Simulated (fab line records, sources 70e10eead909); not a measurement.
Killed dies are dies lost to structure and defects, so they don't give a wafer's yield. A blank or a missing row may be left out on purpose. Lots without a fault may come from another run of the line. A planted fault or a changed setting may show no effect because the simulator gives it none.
A struck lot beside a sound one | flow nand_harc | 39 steps out of a route of 1159
Sound: wafers L118.1, L118.4, L118.6. Struck: wafers L105.1, L105.3, L105.5. The cause comes at the end.
At each step with rows: each side's tool, then ch and its chambers, then its first start. Under that, the readings that differ: sound wafers | struck wafers | difference of the means | sigmas: that difference in standard deviations of wafers without a fault.
alike: readings whose means differ by less than 2 such deviations, and words and numbers that are the same on both sides. not compared: withheld readings, readings that some wafer has no value for, bounds like >300 that may hide the same value, and numbers for which the record gives no deviation and whose values overlap.
The two part at a step that has a row with sigmas, a row that says differs or no value, or rows on one side only. Numbers that don't overlap but have no deviation are shown without sigmas and don't part them. A reading that every wafer of one side lacks parts them only if that side has two wafers or more.

first, 1 step without rows for these wafers: NHARC_THIN_TSV_ETCH_44 (etches the open film in CF4/O2, target depth 1594.2 nm, time 797.1 s).
NHARC_THIN_TSV_ETCH_15: target depth 3000 nm, bosch target overetch cycles 2, bosch etch step 2.8 s.
  sound on rie_si-03 ch 0,1, day 23 23:46; struck on rie_si-03 ch 0,1, day 20 20:18
  alike: drypump_motor_current_A
  not compared: rf_hours_counter_h
NHARC_THIN_TSV_CD_MEAS_16:
  sound on cd_sem-03, day 23 23:55; struck on cd_sem-01, day 20 20:26
  alike: cd_nm
then, 7 steps without rows for these wafers: NHARC_THIN_TSV_STRIP_45 (strips in O2); NHARC_THIN_TSV_STRIP_46 (strips in post etch residue remover, time 1200 s); NHARC_THIN_TSV_DEP_47 (deposits SiO2, target thk 200 nm); NHARC_THIN_TSV_ETCHBACK_48 (etches the open film in C4F8/Ar, target depth 1028.5 nm, time 405.17 s); NHARC_THIN_TSV_STRIP_62 (strips in N2/H2, time 20 s); NHARC_THIN_TSV_DEGAS_49 (time 120 s); NHARC_THIN_TSV_PRE_CLEAN_50 (time 30 s).
NHARC_THIN_TSV_PVD_19: deposits TaN, target thk 20 nm.
  sound on pvd_sputter-03; struck on pvd_sputter-03
  alike: throttle_valve_pct
then, 1 step without rows for these wafers: NHARC_THIN_TSV_PVD_51 (deposits Cu, target thk 100 nm).
NHARC_THIN_TSV_ECD_20: material Cu, target thk 2000 nm.
  sound on ecd_cu-02 ch 0, day 24 02:17; struck on ecd_cu-02 ch 0,1, day 20 22:50
NHARC_THIN_TSV_ANNEAL_52: time 90 s.
  sound on rtp_anneal-01 ch 0, day 24 02:54; struck on rtp_anneal-02 ch 0, day 20 23:35
  reading          | sound             | struck            | difference | sigmas
  wafer_temp_C_max | 225.8 225.7 225.7 | 226.8 226.5 226.5 | +0.9       | +2
then, 3 steps without rows for these wafers: NHARC_THIN_TSV_CMP_21 (polishes, t overpolish 30 s, target thk 2000 nm); NHARC_THIN_TSV_SRD_23; NHARC_THIN_TSV_DEGAS_53 (time 60 s).
NHARC_THIN_TSV_PRE_CLEAN_54: time 30 s.
  sound on pvd_sputter-01, day 24 03:46; struck on pvd_sputter-02, day 21 00:28
  reading              | sound                | struck               | difference | sigmas
  susceptor_temp_C (C) | 279.96 279.69 279.70 | 280.26 280.28 280.07 | +0.42      | +2
  alike: heater_power_w
then, 10 steps without rows for these wafers: NHARC_THIN_TSV_PVD_55 (deposits TiN, target thk 50 nm); NHARC_THIN_TSV_PVD_24 (deposits Al, target thk 800 nm); NHARC_THIN_TSV_DEHYDRATE_25 (time 120 s); NHARC_THIN_TSV_HMDS_26 (time 30 s); NHARC_THIN_TSV_COAT_27; NHARC_THIN_TSV_SOFTBAKE_28 (time 95 s); NHARC_THIN_TSV_EBR_29; NHARC_THIN_TSV_EXPOSE_30 (exposes mask PAD); NHARC_THIN_TSV_PEB_31 (peb time 85 s); NHARC_THIN_TSV_DEVELOP_32 (time 70 s).
NHARC_THIN_TSV_CD_MEAS_33: target cd 5000 nm.
  sound on cd_sem-03 ch 0, day 24 04:50; struck on cd_sem-02 ch 0, day 21 01:32
  alike: cd_nm
then, 2 steps without rows for these wafers: NHARC_THIN_TSV_HARDBAKE_34 (time 80 s); NHARC_THIN_TSV_DESCUM_35 (chemistry O2, time 3 s).
NHARC_THIN_TSV_ETCH_59: etches the open film in Cl2/BCl3, target depth 880 nm, time 138.1 s.
  sound on rie_metal-01 ch 1, day 24 05:10; struck on rie_metal-01 ch 0,1, day 21 01:52
  alike: chamber_pressure_mTorr, drypump_motor_current_A, mfc_cl2_sccm, oes_product_au, throttle_valve_pct
  not compared: rf_hours_counter_h
then, 3 steps without rows for these wafers: NHARC_THIN_TSV_ETCH_36 (etches the open film in Cl2/BCl3, target depth 65 nm, time 18.571 s); NHARC_THIN_TSV_STRIP_56 (strips in O2); NHARC_THIN_TSV_STRIP_57 (strips in post etch residue remover, time 1200 s).
NHARC_THIN_TSV_CD_MEAS_37:
  sound on cd_sem-03, day 24 06:17; struck on cd_sem-02, day 21 02:59
  alike: cd_nm
then, 1 step without rows for these wafers: NHARC_THIN_TSV_ANNEAL_58 (time 1800 s).
NHARC_END_WLT_00:
  sound on prober-02, day 24 12:16; struck on prober-01, day 21 07:16
  alike: VT_DECK1_BOTTOM, VT_DECK1_BOTTOM_INNER, VT_DECK1_MEDIAN_NEAR_BOTTOM, VT_DECK1_MEDIAN_NEAR_BOTTOM_INNER, VT_DECK1_MIDDLE, VT_DECK1_MIDDLE_INNER, VT_DECK1_TOP, VT_DECK1_TOP_INNER
NHARC_END_SORT_01:
  the record has rows for the struck wafers here (prober-01 ch 0, day 21 10:17) and none for the sound ones

WHERE THEY PART
First at NHARC_THIN_TSV_ANNEAL_52; last, within this record, at NHARC_END_SORT_01.

WHY: what the simulator had put in
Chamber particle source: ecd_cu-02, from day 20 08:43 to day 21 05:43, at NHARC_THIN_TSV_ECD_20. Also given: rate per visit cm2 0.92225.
